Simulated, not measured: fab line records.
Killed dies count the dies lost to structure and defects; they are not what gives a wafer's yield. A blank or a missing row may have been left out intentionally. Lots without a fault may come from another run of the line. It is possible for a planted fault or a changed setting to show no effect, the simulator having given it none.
fab line records    flow n5_finfet
[record] lots = 10  wafers = 30  last_day = 17
route steps=1938 shown BEOL_M14@1768 BEOL_M15@1787 PASSIVATION@1936
lots that met no fault: from a run of the same line without faults
start_h: the number of hours between the record's first day and the start of the first shown wafer of the lot    wait_h: hours since the lot's step before    " same as the row above    L1.1+2: one row covering several wafers at once    - no value, or no start given    * or withheld: withheld    < > ~ a bound
route shown NAME@n: names a module that has steps shown in the file, with the first one's number in the route    usual: mean and standard deviation over wafers with no fault    same: alike in all rows    chamber/n: place in a boat    sites: each site's reading    _std_site: the standard deviation of these    _edge_site: outer sites' mean less inner sites'    radius_mm: for every site, how far away it sits from the centre of the wafer    mask NAME#n: copy n    behind: tool/chamber where the wafer was last shaped    hold: why the lot went on hold/how many hours it stayed there/how the hold came to an end    device: names the non-switching transistor (n, p or np)    end of line: the same wafers' tests at the end of the route    for a step that has no rows: nothing shown but its recipe    killed: dies that structure and defects cost at the first sort, which is not the same as the wafer's yield    map: shows each die of a wafer: x if killed, . if not, _ if none is there
set.NAME: setting as actually run; set.NAME@STEP: the setting as run at that earlier step    model.NAME: the simulator's own value behind a step, which no gauge read
one table for each step of the route and one row for each wafer, over a sample of lots
services: the hour from which a tool's chamber was out of use, counted from the record's first day as start_h (under 0 if before that day), plus the number of hours and why
[[steps]]
[step N5_BEOL_M14_THK_MEAS_50]
[recipe] thk_meas_gauge = xrf  reads = Cu_of_BEOL_M14_ECD_47
[usual] M14_THK = 558/15
lot.wafer  tool           chamber  start_h  wait_h  M14_THK[nm]
L416.2     film_metro-01  -        248.52   -       547
L416.4     "              -        "        "       571
L416.6     "              -        "        "       560
L418.1     film_metro-01  -        250.36   -       549
L418.2     "              -        "        "       562
L418.5     "              -        "        "       530
L423.1     film_metro-01  -        294.44   -       557
L423.2     "              -        "        "       549
L423.6     "              -        "        "       548
L422.2     film_metro-01  -        294.93   -       554
L422.4     "              -        "        "       531
L422.6     "              -        "        "       552
L424.3     film_metro-01  -        300.17   -       560
L424.5     "              -        "        "       565
L424.6     "              -        "        "       554
L430.2     film_metro-01  -        323.04   -       542
L430.5     "              -        "        "       559
L430.6     "              -        "        "       537
L429.1     film_metro-01  -        334.05   -       564
L429.3     "              -        "        "       541
L429.6     "              -        "        "       567
L431.2     film_metro-01  -        345.17   -       571
L431.5     "              -        "        "       566
L431.6     "              -        "        "       545
L433.2     film_metro-01  -        359.61   -       576
L433.3     "              -        "        "       553
L433.5     "              -        "        "       578
L437.3     film_metro-01  -        383.02   -       536
L437.5     "              -        "        "       572
L437.6     "              -        "        "       534
[step N5_BEOL_M15_ETCH_59]
[recipe] chemistry = N2/H2  target = BARC  target_depth_a = 890  overetch_a = 267  time_s = 67.9  ion_energy_ev = 200  pressure_mtorr = 30  source_w = 840  bias_w = 150  n2_flow_sccm = 200  h2_flow_sccm = 200
[usual] drypump_motor_current_A = 5.93/0.26  oes_product_au = 0.67/0.071  rf_vpp_V = 523.7/2  showerhead_plenum_p_Torr = 2.53/0.074  throttle_valve_pct = 17.78/0.25
lot.wafer  tool         chamber  start_h  wait_h  drypump_motor_current_A  oes_product_au  rf_hours_counter_h  rf_vpp_V  showerhead_plenum_p_Torr  throttle_valve_pct
L416.2     rie_diel-02  0        249.44   0.0     5.48                     0.74            38                  523.4     2.47                      17.62
L416.4     "            3        "        "       6.15                     0.75            31                  523.5     2.51                      17.81
L416.6     "            3        "        "       6.14                     0.73            -                   522.7     2.51                      17.81
L418.1     rie_diel-06  0        251.29   0.0     5.78                     0.61            195                 525.4     2.67                      18.14
L418.2     "            3        "        "       5.80                     0.60            236                 521.1     2.50                      18.15
L418.5     "            3        "        "       5.81                     0.60            -                   524.3     2.50                      18.16
L423.1     rie_diel-06  2        295.44   0.0     6.04                     0.58            231                 521.1     2.47                      17.66
L423.2     "            3        "        "       5.79                     0.59            248                 523.5     2.50                      18.17
L423.6     "            2        "        "       6.03                     0.58            -                   522.4     2.47                      17.66
L422.2     rie_diel-03  1        295.80   0.0     5.43                     0.58            242                 522.2     2.50                      18.23
L422.4     "            0        "        "       5.77                     0.63            197                 519.8     2.41                      17.89
L422.6     "            3        "        "       5.85                     0.82            -                   526.4     2.61                      17.36
L424.3     rie_diel-02  2        301.16   0.0     5.98                     0.62            205                 522.8     2.52                      17.79
L424.5     "            3        "        "       6.17                     0.71            -                   521.2     2.50                      17.85
L424.6     "            2        "        "       5.97                     0.61            -                   523.1     2.52                      17.79
L430.2     rie_diel-03  0        324.24   0.0     5.75                     0.63            205                 522.0     2.41                      17.90
L430.5     "            0        "        "       5.72                     0.63            -                   521.2     2.41                      17.90
L430.6     "            1        "        "       5.48                     0.59            -                   522.4     2.50                      18.25
L429.1     rie_diel-02  1        335.05   0.0     6.01                     0.66            112                 527.5     2.66                      17.58
L429.3     "            2        "        "       5.93                     0.60            216                 523.2     2.52                      17.81
L429.6     "            1        "        "       5.96                     0.66            -                   525.8     2.66                      17.59
L431.2     rie_diel-03  0        346.16   0.0     5.71                     0.62            214                 519.1     2.40                      17.93
L431.5     "            0        "        "       5.71                     0.62            -                   521.5     2.40                      17.92
L431.6     "            3        "        "       5.83                     0.78            -                   524.2     2.60                      17.39
L433.2     rie_diel-03  1        360.60   0.0     5.48                     0.82            3                   523.2     2.50                      17.76
L433.3     "            3        "        "       5.82                     0.76            23                  525.9     2.60                      17.41
L433.5     "            2        "        "       6.05                     0.64            -                   524.5     2.56                      18.06
L437.3     rie_diel-02  3        383.95   0.0     6.14                     0.68            75                  520.4     2.49                      17.88
L437.5     "            3        "        "       6.17                     0.69            -                   522.3     2.49                      17.89
L437.6     "            2        "        "       5.99                     0.59            -                   524.2     2.51                      17.84
[step N5_BEOL_M15_STRIP_64]
[recipe] chemistry = O2  power_w = 600  temp_c = 60  pressure_mtorr = 30  rf_frequency_hz = 6e+07  bias_power_w = 0  overash_fraction = 0.3  o2_flow_sccm = 225
[usual] chamber_pressure_mTorr = 30.003/0.028  drypump_motor_current_A = 5.92/0.26  oes_product_au = 0.79/0.089  rf_vpp_V = 3.6/0.45  showerhead_plenum_p_Torr = 2.09/0.055  throttle_valve_pct = 16.60/0.24
[same] bias_power_w = 0
lot.wafer  tool         chamber  start_h  wait_h  chamber_pressure_mTorr  drypump_motor_current_A  oes_product_au  rf_hours_counter_h  rf_vpp_V  showerhead_plenum_p_Torr  throttle_valve_pct
L416.2     rie_diel-02  0        -        -       30.026                  5.50                     0.89            39                  3.4       2.04                      16.40
L416.4     "            3        "        "       30.072                  6.13                     0.88            31                  4.3       2.05                      16.40
L416.6     "            3        "        "       29.974                  6.15                     0.88            -                   2.9       2.05                      16.38
L418.1     rie_diel-06  0        -        -       30.018                  5.76                     0.69            195                 3.9       2.20                      16.92
L418.2     "            3        "        "       29.954                  5.78                     0.69            236                 2.8       2.08                      17.10
L418.5     "            3        "        "       29.999                  5.81                     0.69            -                   3.9       2.08                      17.10
L423.1     rie_diel-06  2        -        -       30.045                  6.03                     0.68            231                 4.3       2.08                      16.91
L423.2     "            3        "        "       29.979                  5.77                     0.67            249                 3.2       2.08                      17.12
L423.6     "            2        "        "       30.028                  6.03                     0.68            -                   3.6       2.08                      16.91
L422.2     rie_diel-03  1        -        -       29.989                  5.48                     0.67            242                 3.7       2.05                      17.03
L422.4     "            0        "        "       30.005                  5.74                     0.74            197                 3.4       2.00                      16.84
L422.6     "            3        "        "       30.000                  5.81                     0.96            -                   3.1       2.16                      16.22
L424.3     rie_diel-02  2        -        -       30.027                  5.97                     0.71            205                 3.8       2.10                      16.64
L424.5     "            3        "        "       30.046                  6.17                     0.85            -                   3.3       2.05                      16.41
L424.6     "            2        "        "       29.981                  5.97                     0.71            -                   3.2       2.10                      16.63
L430.2     rie_diel-03  0        -        -       30.012                  5.70                     0.73            205                 4.0       2.00                      16.87
L430.5     "            0        "        "       29.984                  5.73                     0.72            -                   3.7       2.00                      16.85
L430.6     "            1        "        "       30.029                  5.50                     0.67            -                   3.4       2.05                      17.04
L429.1     rie_diel-02  1        -        -       30.004                  5.96                     0.78            112                 2.8       2.17                      16.38
L429.3     "            2        "        "       30.037                  5.93                     0.71            216                 4.0       2.09                      16.66
L429.6     "            1        "        "       30.012                  5.97                     0.78            -                   3.7       2.17                      16.38
L431.2     rie_diel-03  0        -        -       30.030                  5.70                     0.72            214                 3.8       2.00                      16.86
L431.5     "            0        "        "       30.047                  5.71                     0.72            -                   3.7       2.00                      16.86
L431.6     "            3        "        "       30.047                  5.81                     0.90            -                   4.1       2.16                      16.25
L433.2     rie_diel-03  1        -        -       29.971                  5.45                     0.97            3                   3.9       2.04                      16.54
L433.3     "            3        "        "       29.971                  5.82                     0.89            24                  4.2       2.15                      16.26
L433.5     "            2        "        "       29.973                  6.02                     0.76            -                   3.1       2.08                      16.64
L437.3     rie_diel-02  3        -        -       29.998                  6.14                     0.82            75                  3.1       2.04                      16.48
L437.5     "            3        "        "       30.018                  6.15                     0.81            -                   4.0       2.04                      16.45
L437.6     "            2        "        "       29.978                  6.00                     0.69            -                   3.0       2.09                      16.67
[step N5_BEOL_M15_STRIP_65]
[recipe] chemistry = post_etch_residue_remover  time_s = 60  temp_c = 25  remover_ph = withheld  remover_water_wt_pct = withheld  remover_fluoride_wt_pct = withheld
[usual] run_length_s = 67.6/2.6  temp_c = 25.01/0.1
lot.wafer  tool          chamber  start_h  wait_h  run_length_s  temp_c
L416.2     wet_bench-01  5        249.85   -       72.4          25.00
L416.4     "             2        "        "       72.6          25.18
L416.6     "             1        "        "       72.4          25.24
L418.1     wet_bench-03  2        251.69   -       65.9          25.16
L418.2     "             6        "        "       65.1          24.92
L418.5     "             1        "        "       66.3          24.97
L423.1     wet_bench-03  4        295.84   -       -             -
L423.2     "             0        "        "       -             -
L423.6     "             7        "        "       -             -
L422.2     wet_bench-01  6        296.21   -       -             -
L422.4     "             7        "        "       -             -
L422.6     "             4        "        "       -             -
L424.3     wet_bench-01  0        301.56   -       -             -
L424.5     "             3        "        "       -             -
L424.6     "             1        "        "       -             -
L430.2     wet_bench-03  6        324.64   -       64.9          25.02
L430.5     "             3        "        "       67.4          25.06
L430.6     "             7        "        "       66.5          25.25
L429.1     wet_bench-03  6        335.45   -       65.7          25.05
L429.3     "             4        "        "       66.7          24.92
L429.6     "             3        "        "       66.0          24.88
L431.2     wet_bench-03  1        346.56   -       66.1          24.94
L431.5     "             2        "        "       66.6          25.11
L431.6     "             4        "        "       67.5          24.96
L433.2     wet_bench-01  3        361.00   -       65.1          25.05
L433.3     "             1        "        "       67.3          25.02
L433.5     "             2        "        "       68.2          25.02
L437.3     wet_bench-03  2        384.36   -       73.8          24.94
L437.5     "             7        "        "       71.5          25.04
L437.6     "             0        "        "       71.9          25.05
[step N5_PASSIVATION_PROBE_49]
[usual] defect_limited_yield = 91.1/1.5  killed_at_M0_to_M3 = 35/11  killed_at_M4_up = 13/5.7  killed_at_contacts = 12/5.7  killed_at_front_end = 40/11  killed_at_other = 4/4.4  killed_dies = 105/18  killed_open = 68/14  killed_short = 34/7.4  sort_bin_4_leakage = 0.00/0.011  sort_bin_5_function = 5.2/1  sort_bin_6_memory = 3.3/0.67  sort_bin_8_speed = 0.04/0.29  sort_n_pass = 1074/18  sort_yield_pct = 91.0/1.5
[same] gross_dies = 1180  killed_at_back_side = 0
lot.wafer  tool       chamber  start_h  wait_h  defect_limited_yield[%]  killed_at_M0_to_M3  killed_at_M4_up  killed_at_contacts  killed_at_front_end  killed_at_other  killed_dies  killed_open  killed_short  sort_bin_4_leakage[%]  sort_bin_5_function[%]  sort_bin_6_memory[%]  sort_bin_8_speed[%]  sort_n_pass  sort_yield_pct[%]
L416.2     prober-01  -        268.49   0.1     91.3                     26                  16               5                   42                   14               103          66           36            0                      6.0                     2.4                   0                    1077         91.3
L416.4     prober-01  -        268.59   0.2     89.0                     31                  28               2                   56                   13               130          94           36            0                      6.9                     3.9                   0                    1050         89.0
L416.6     prober-01  -        268.69   0.3     90.3                     31                  26               11                  35                   12               115          87           26            0                      6.0                     3.6                   0                    1065         90.3
L418.1     prober-01  -        268.74   0.0     89.3                     28                  18               16                  57                   7                126          86           39            0                      6.4                     4.2                   0                    1054         89.3
L418.2     prober-01  -        268.79   0.1     89.6                     54                  24               8                   36                   1                123          87           36            0                      6.1                     4.2                   0                    1057         89.6
L418.5     prober-01  -        268.94   0.2     89.8                     42                  13               9                   54                   2                120          83           36            0                      6.6                     3.0                   0                    1060         89.8
L423.1     prober-02  -        312.66   0.0     87.8                     38                  10               10                  42                   44               144          67           27            0                      8.7                     3.4                   0                    1036         87.8
L423.2     prober-02  -        312.71   0.1     90.7                     40                  5                14                  47                   4                110          61           49            0                      5.3                     3.6                   0                    1070         90.7
L423.6     prober-02  -        312.91   0.3     89.2                     31                  15               13                  67                   2                128          85           29            0.08                   6.4                     4.2                   0                    1051         89.1
L422.2     prober-01  -        313.18   0.1     89.6                     40                  11               16                  55                   1                123          84           31            0                      6.1                     3.5                   0                    1057         89.6
L422.4     prober-01  -        313.28   0.2     90.4                     31                  21               8                   51                   2                113          82           29            0                      6.2                     2.9                   0                    1067         90.4
L422.6     prober-01  -        313.38   0.3     90.3                     47                  6                5                   53                   3                114          58           51            0                      5.3                     3.8                   0                    1066         90.3
L424.3     prober-02  -        319.67   0.1     93.4                     27                  10               7                   34                   0                78           49           28            0                      3.9                     2.4                   0                    1102         93.4
L424.5     prober-02  -        319.77   0.2     89.8                     42                  13               7                   45                   13               120          82           25            0                      6.4                     3.3                   0                    1060         89.8
L424.6     prober-02  -        319.82   0.3     92.5                     28                  17               13                  29                   2                89           58           30            0                      4.6                     2.8                   0                    1091         92.5
L430.2     prober-02  -        345.61   0.1     93.1                     30                  5                8                   30                   9                82           42           37            0                      4.4                     2.3                   0                    1098         93.1
L430.5     prober-02  -        345.76   0.2     92.1                     27                  12               12                  41                   1                93           56           37            0                      4.6                     3.0                   0                    1087         92.1
L430.6     prober-02  -        345.81   0.3     92.5                     27                  11               10                  28                   13               89           52           29            0                      4.5                     2.8                   0                    1091         92.5
L429.1     prober-02  -        356.17   0.0     90.5                     34                  17               10                  50                   1                112          76           34            0                      6.4                     2.8                   0                    1068         90.5
L429.3     prober-02  -        356.27   0.1     89.8                     51                  17               6                   43                   3                120          75           42            0                      5.6                     4.2                   0                    1060         89.8
L429.6     prober-02  -        356.42   0.3     91.3                     41                  7                15                  34                   6                103          66           37            0                      4.9                     3.2                   0                    1077         91.3
L431.2     prober-02  -        367.64   0.1     90.4                     25                  16               11                  55                   6                113          70           34            0                      5.8                     2.7                   0                    1067         90.4
L431.5     prober-02  -        367.79   0.2     89.6                     34                  13               9                   67                   0                123          73           41            0                      5.4                     3.9                   0                    1057         89.6
L431.6     prober-02  -        367.84   0.3     92.3                     27                  10               22                  32                   0                91           57           34            0                      4.2                     3.1                   0                    1089         92.3
L433.2     prober-01  -        383.15   0.1     90.5                     24                  19               29                  39                   1                112          75           31            0                      5.6                     3.4                   0                    1068         90.5
L433.3     prober-01  -        383.20   0.1     92.8                     23                  16               9                   36                   1                85           53           30            0                      3.3                     3.4                   0                    1095         92.8
L433.5     prober-01  -        383.30   0.2     92.3                     21                  9                9                   50                   2                91           53           32            0                      3.6                     3.1                   0                    1089         92.3
L437.3     prober-01  -        401.60   0.1     91.9                     37                  14               5                   35                   5                96           59           37            0                      5.0                     2.9                   0.42                 1079         91.4
L437.5     prober-01  -        401.70   0.2     92.7                     45                  1                12                  24                   4                86           48           38            0                      3.7                     3.1                   0                    1094         92.7
L437.6     prober-01  -        401.75   0.3     91.0                     35                  14               7                   46                   4                106          64           41            0                      5.2                     3.4                   0                    1074         91.0
// killed by level:class
L416.2 STI_FIN_REVEAL:geometric_particle:open=17 BEOL_M1:geometric_particle:open=10 BEOL_M4:geometric_particle:open=8 PAD_METAL:geometric_particle:short=8 BEOL_M0_SAQP:geometric_particle:short=6 FIN_SAQP:geometric_particle:open=5 PAD_METAL:geometric_particle:open=5 STARTING-WAFER:geometric_particle:short=5
L416.4 BEOL_M4:geometric_particle:open=17 FIN_SAQP:geometric_particle:open=14 STI_FIN_REVEAL:geometric_particle:open=9 BEOL_M0_SAQP:geometric_particle:open=9 BEOL_M0_SAQP:geometric_particle:short=8 STARTING-WAFER:geometric_particle:short=6 FIN_SAQP:geometric_particle:short=5 DUMMY_GATE:geometric_particle:open=5
L416.6 BEOL_M4:geometric_particle:open=15 BEOL_M1:geometric_particle:open=12 FIN_SAQP:geometric_particle:open=10 FIN_SAQP:geometric_particle:short=9 MOL_CONTACT_COAG:geometric_particle:open=8 STI_FIN_REVEAL:geometric_particle:open=7 BEOL_M0:geometric_particle:open=5 BEOL_M2:geometric_particle:open=4
L418.1 STI_FIN_REVEAL:geometric_particle:open=23 FIN_SAQP:geometric_particle:open=11 BEOL_M0_SAQP:geometric_particle:open=11 MOL_CONTACT_COAG:geometric_particle:open=9 BEOL_M4:geometric_particle:open=9 MOL_CONTACT_COAG:geometric_particle:short=7 BEOL_M0_SAQP:geometric_particle:short=6 STI_FIN_REVEAL:geometric_particle:short=5
L418.2 BEOL_M4:geometric_particle:open=14 FIN_SAQP:geometric_particle:open=11 BEOL_M0_SAQP:geometric_particle:short=11 BEOL_M1:geometric_particle:open=10 BEOL_M3:geometric_particle:open=10 BEOL_M0_SAQP:geometric_particle:open=9 STI_FIN_REVEAL:geometric_particle:open=7 MOL_CONTACT_COAG:geometric_particle:open=7
L418.5 BEOL_M3:geometric_particle:open=19 FIN_SAQP:geometric_particle:open=18 STI_FIN_REVEAL:geometric_particle:open=7 BEOL_M4:geometric_particle:open=6 MOL_CONTACT_COAG:geometric_particle:open=6 BEOL_M1:geometric_particle:open=6 STI_FIN_REVEAL:geometric_particle:short=5 GATE_CUT:geometric_particle:short=5
L423.1 PASSIVATION:area_etch=43 STI_FIN_REVEAL:geometric_particle:open=11 BEOL_M1:geometric_particle:open=9 MOL_CONTACT_COAG:geometric_particle:open=8 BEOL_M0_SAQP:geometric_particle:short=8 BEOL_M0_SAQP:geometric_particle:open=8 GATE_CUT:geometric_particle:open=6 FIN_CUT:area_etch=6
L423.2 FIN_SAQP:geometric_particle:short=14 MOL_CONTACT_COAG:geometric_particle:open=13 DUMMY_GATE:geometric_particle:open=9 FIN_SAQP:geometric_particle:open=7 BEOL_M0_SAQP:geometric_particle:short=7 BEOL_M1:geometric_particle:open=7 BEOL_M1:geometric_particle:short=5 BEOL_M2:geometric_particle:open=5
L423.6 DUMMY_GATE:geometric_particle:open=23 FIN_CUT:area_etch=12 MOL_CONTACT_COAG:geometric_particle:open=11 BEOL_M2:geometric_particle:open=11 BEOL_M4:geometric_particle:open=9 BEOL_M0_SAQP:geometric_particle:open=8 FIN_SAQP:geometric_particle:short=6 STI_FIN_REVEAL:geometric_particle:open=5
L422.2 MOL_CONTACT_COAG:geometric_particle:open=16 FIN_SAQP:geometric_particle:open=14 STI_FIN_REVEAL:geometric_particle:open=11 BEOL_M3:geometric_particle:open=10 BEOL_M0_SAQP:geometric_particle:open=10 BEOL_M0_SAQP:geometric_particle:short=6 HKMG_FIN:area_etch=6 GATE_CUT:geometric_particle:open=5
L422.4 FIN_SAQP:geometric_particle:open=14 BEOL_M4:geometric_particle:open=10 BEOL_M3:geometric_particle:open=9 STI_FIN_REVEAL:geometric_particle:open=8 BEOL_M2:geometric_particle:open=7 FIN_SAQP:geometric_particle:short=6 STARTING-WAFER:geometric_particle:open=6 MOL_CONTACT_COAG:geometric_particle:open=5
L422.6 FIN_SAQP:geometric_particle:short=19 BEOL_M0_SAQP:geometric_particle:short=8 BEOL_M0_SAQP:geometric_particle:open=8 BEOL_M3:geometric_particle:open=8 BEOL_M1:geometric_particle:open=7 FIN_SAQP:geometric_particle:open=7 DUMMY_GATE:geometric_particle:open=4 GATE_CUT:geometric_particle:short=4
L424.3 FIN_SAQP:geometric_particle:open=9 BEOL_M0_SAQP:geometric_particle:open=8 BEOL_M0_SAQP:geometric_particle:short=8 GATE_CUT:geometric_particle:short=7 STI_FIN_REVEAL:geometric_particle:open=6 MOL_CONTACT_COAG:geometric_particle:open=6 ILD0:geometric_particle:open=4 BEOL_M2:geometric_particle:open=4
L424.5 STI_FIN_REVEAL:geometric_particle:open=17 BEOL_M2:geometric_particle:open=17 PASSIVATION:area_etch=12 BEOL_M0_SAQP:geometric_particle:open=9 FIN_SAQP:geometric_particle:open=8 MOL_CONTACT_COAG:geometric_particle:open=7 BEOL_M0_SAQP:geometric_particle:short=7 STARTING-WAFER:geometric_particle:short=5
L424.6 MOL_CONTACT_COAG:geometric_particle:open=11 FIN_SAQP:geometric_particle:open=9 BEOL_M0_SAQP:geometric_particle:open=8 BEOL_M0_SAQP:geometric_particle:short=8 FIN_SAQP:geometric_particle:short=5 BEOL_M2:geometric_particle:open=5 STI_FIN_REVEAL:geometric_particle:open=4 BEOL_M4:geometric_particle:open=4
L430.2 BEOL_M0_SAQP:geometric_particle:short=10 STI_FIN_REVEAL:geometric_particle:open=8 MOL_CONTACT_COAG:geometric_particle:open=6 BEOL_M3:geometric_particle:open=6 GATE_CUT:geometric_particle:short=5 BEOL_M3:geometric_particle:short=4 MIM_TOP_ETCH:geometric_particle:open=4 STI_FIN_REVEAL:geometric_particle:short=3
L430.5 FIN_SAQP:geometric_particle:short=12 MOL_CONTACT_COAG:geometric_particle:open=10 BEOL_M0_SAQP:geometric_particle:open=8 GATE_CUT:geometric_particle:open=7 STI_FIN_REVEAL:geometric_particle:open=5 GATE_CUT:geometric_particle:short=5 BEOL_M0_SAQP:geometric_particle:short=5 BEOL_M2:geometric_particle:open=5
L430.6 MIM_TOP_ETCH:area_etch=8 MOL_CONTACT_COAG:geometric_particle:open=6 BEOL_M2:geometric_particle:open=6 BEOL_M0_SAQP:geometric_particle:open=5 BEOL_M4:geometric_particle:open=5 ILD0:geometric_particle:short=4 MOL_CONTACT_COAG:geometric_particle:short=4 BEOL_M0:geometric_particle:open=4
L429.1 FIN_SAQP:geometric_particle:open=13 MOL_CONTACT_COAG:geometric_particle:open=9 FIN_SAQP:geometric_particle:short=8 STI_FIN_REVEAL:geometric_particle:open=8 BEOL_M3:geometric_particle:open=7 BEOL_M4:geometric_particle:open=7 ILD0:geometric_particle:short=6 BEOL_M0_SAQP:geometric_particle:short=6
L429.3 BEOL_M0_SAQP:geometric_particle:short=13 BEOL_M0_SAQP:geometric_particle:open=12 FIN_SAQP:geometric_particle:open=10 BEOL_M1:geometric_particle:open=10 BEOL_M4:geometric_particle:open=10 GATE_CUT:geometric_particle:short=9 BEOL_M2:geometric_particle:open=7 DUMMY_GATE:geometric_particle:open=6
L429.6 FIN_SAQP:geometric_particle:open=19 MOL_CONTACT_COAG:geometric_particle:open=11 BEOL_M3:geometric_particle:open=10 BEOL_M0_SAQP:geometric_particle:short=7 BEOL_M2:geometric_particle:open=7 BEOL_M0_SAQP:geometric_particle:open=6 FIN_SAQP:geometric_particle:short=5 BEOL_M0:geometric_particle:open=5
L431.2 FIN_SAQP:geometric_particle:open=13 BEOL_M4:geometric_particle:open=11 HKMG_FIN:area_etch=9 FIN_SAQP:geometric_particle:short=8 MOL_CONTACT_COAG:geometric_particle:open=8 BEOL_M1:geometric_particle:open=7 STI_FIN_REVEAL:geometric_particle:open=5 ILD0:geometric_particle:open=5
L431.5 FIN_SAQP:geometric_particle:short=14 BEOL_M1:geometric_particle:open=13 FIN_SAQP:geometric_particle:open=12 HKMG_FIN:area_etch=9 GATE_CUT:geometric_particle:short=8 STI_FIN_REVEAL:geometric_particle:open=7 MOL_CONTACT_COAG:geometric_particle:open=7 BEOL_M4:geometric_particle:open=7
L431.6 FIN_SAQP:geometric_particle:short=18 MOL_CONTACT_COAG:geometric_particle:open=17 BEOL_M1:geometric_particle:open=8 FIN_SAQP:geometric_particle:open=7 BEOL_M0_SAQP:geometric_particle:open=6 MOL_CONTACT_COAG:geometric_particle:short=5 BEOL_M0_SAQP:geometric_particle:short=4 BEOL_M4:geometric_particle:open=4
L433.2 MOL_CONTACT_COAG:geometric_particle:open=22 BEOL_M4:geometric_particle:open=10 FIN_SAQP:geometric_particle:short=7 FIN_SAQP:geometric_particle:open=7 MOL_CONTACT_COAG:geometric_particle:short=7 ILD0:geometric_particle:open=6 BEOL_M0_SAQP:geometric_particle:short=6 BEOL_M1:geometric_particle:open=6
L433.3 BEOL_M0_SAQP:geometric_particle:open=8 FIN_SAQP:geometric_particle:open=7 FIN_SAQP:geometric_particle:short=7 MOL_CONTACT_COAG:geometric_particle:open=7 BEOL_M2:geometric_particle:open=7 STARTING-WAFER:geometric_particle:open=6 GATE_CUT:geometric_particle:short=4 BEOL_M4:geometric_particle:open=4
L433.5 FIN_SAQP:geometric_particle:short=8 FIN_SAQP:geometric_particle:open=7 STI_FIN_REVEAL:geometric_particle:open=7 MOL_CONTACT_COAG:geometric_particle:open=7 HKMG_FIN:area_etch=6 BEOL_M2:geometric_particle:open=5 BEOL_M0_SAQP:geometric_particle:short=5 BEOL_M4:geometric_particle:open=5
L437.3 STI_FIN_REVEAL:geometric_particle:open=8 BEOL_M0_SAQP:geometric_particle:short=7 BEOL_M1:geometric_particle:open=6 DUMMY_GATE:geometric_particle:open=6 GATE_CUT:geometric_particle:open=5 BEOL_M0:geometric_particle:short=5 BEOL_M2:geometric_particle:open=5 GATE_CUT:geometric_particle:short=4
L437.5 MOL_CONTACT_COAG:geometric_particle:open=11 BEOL_M0:geometric_particle:short=10 BEOL_M0_SAQP:geometric_particle:short=7 BEOL_M2:geometric_particle:short=7 BEOL_M3:geometric_particle:open=7 DUMMY_GATE:geometric_particle:open=6 FIN_SAQP:geometric_particle:short=4 STI_FIN_REVEAL:geometric_particle:open=4
L437.6 STI_FIN_REVEAL:geometric_particle:open=13 BEOL_M1:geometric_particle:open=10 STARTING-WAFER:geometric_particle:short=7 FIN_SAQP:geometric_particle:open=6 MOL_CONTACT_COAG:geometric_particle:open=6 BEOL_M0_SAQP:geometric_particle:short=6 BEOL_M0_SAQP:geometric_particle:open=5 BEOL_M3:geometric_particle:open=5
[[services]]
tool          chamber  start_h  hours  kind
rie_diel-02   3        229.20   1.3    repair
rie_diel-03   0        237.94   16.9   repair
rie_diel-03   3        265.27   -      clean
rie_diel-03   3        265.27   -      consumable_replace:esc
rie_diel-03   3        265.27   -      consumable_replace:focus_ring
rie_diel-03   3        265.27   20.3   scheduled_down
rie_diel-03   3        265.27   20.3   vent_cycle
rie_diel-06   3        300.38   -      clean
rie_diel-06   3        300.38   -      consumable_replace:focus_ring
rie_diel-06   3        300.38   24.3   scheduled_down
rie_diel-06   3        300.38   24.3   vent_cycle
rie_diel-03   1        324.62   -      clean
rie_diel-03   1        324.62   -      consumable_replace:focus_ring
rie_diel-03   1        324.62   24.0   scheduled_down
rie_diel-03   1        324.62   24.0   vent_cycle
rie_diel-02   2        343.65   3.2    repair
rie_diel-06   2        347.95   -      clean
rie_diel-06   2        347.95   -      consumable_replace:focus_ring
rie_diel-06   2        347.95   19.7   scheduled_down
rie_diel-06   2        347.95   19.7   vent_cycle
rie_diel-03   1        367.60   2.7    repair
wet_bench-01  -        371.79   3.2    repair
rie_diel-02   0        372.38   12.3   repair
[[key]]
[first_sign] step = N5_BEOL_M15_STRIP_65  reading = tool_record  direction = missing
effect none on later readings
met_at N5_BEOL_M15_STRIP_65
struck_lots L422,L423,L424
[baseline_loss] step = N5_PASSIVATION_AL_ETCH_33  wafers = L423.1
[baseline_loss] step = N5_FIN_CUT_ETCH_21  wafers = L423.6
[baseline_loss] step = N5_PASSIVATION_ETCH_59  wafers = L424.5
not_acting_at N5_BEOL_M14_THK_MEAS_50,N5_BEOL_M15_ETCH_59,N5_BEOL_M15_STRIP_64
onset_between 251.69 295.84
[fault] kind = skipped_step_whole  tool = wet_bench-01,wet_bench-03  chamber = -  onset_h = 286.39  steps = N5_BEOL_M15_STRIP_65  scope = struck_lots_only
// baseline_loss: these wafers lose ten dies or more at that step, a loss of the line's own and not of a fault; the sort's usual values leave them out
